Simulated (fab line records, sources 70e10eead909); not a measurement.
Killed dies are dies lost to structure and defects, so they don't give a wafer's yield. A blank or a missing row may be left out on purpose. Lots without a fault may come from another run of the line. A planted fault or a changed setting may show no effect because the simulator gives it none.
Chamber matching | flow nand_harc | NHARC_A_STAIRCASE_CMP_450 on cmp-02: 4 sister chambers
The step polishes SiO2, target thk 200 nm. 16 wafers are shown with their chamber, then 8 later ones without.

WAFERS WITH THEIR CHAMBER
wafer  | chamber | motor_current_A (A)
L074.1 | 1       | 11.5
L074.2 | 0       | 12.9
L074.3 | 3       | 14.3
L078.2 | 2       | 12.3
L078.5 | 3       | 14.5
L078.6 | 0       | 12.4
L083.1 | 2       | 12.3
L083.2 | 3       | 13.1
L083.5 | 0       | 11.6
L082.1 | 0       | 12.2
L082.2 | 2       | 12.8
L082.5 | 1       | 11.4
L088.1 | 1       | 11.4
L088.4 | 2       | 12.3
L088.5 | 2       | 12.6
L086.1 | 2       | 12.5

SIGNATURES (means of the wafers above)
reading         | chamber 0 | chamber 1 | chamber 2 | chamber 3 | scatter within a chamber
motor_current_A | 12.275    | 11.433    | 12.467    | 13.967    | 0.431
Rule: a wafer's distance from a chamber is the root of the sum, over the readings, of the square of ((its reading less the chamber's mean) divided by the reading's scatter). The wafer belongs to the nearest chamber; if the next one is less than 2 further off, it can't be placed. The scatter: the root of (the sum of the squares of (reading less its chamber's mean) over the shown wafers, divided by (wafers less chambers)).

WAFERS WITHOUT THEIR CHAMBER
wafer  | motor_current_A (A)
L086.2 | 12.4
L086.6 | 12.3
L090.1 | 12.4
L090.4 | 11.9
L090.6 | 13.1
L097.3 | 14.8
L097.4 | 12.5
L097.6 | 11.1

WHICH CHAMBER EACH WENT THROUGH
wafer  | from the rows above          | in truth
L086.2 | can't be placed: 2 or 0      | 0
L086.6 | can't be placed: 0 or 2 or 1 | 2
L090.1 | can't be placed: 2 or 0      | 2
L090.4 | can't be placed: 0 or 1 or 2 | 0
L090.6 | can't be placed: 2 or 0 or 3 | 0
L097.3 | 3                            | 3
L097.4 | can't be placed: 2 or 0      | 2
L097.6 | can't be placed: 1 or 0      | 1
Placed correctly: 1 of 8. Can't be placed from these rows: 7 (the true chamber is among the candidates in 7). Placed wrongly: 0.
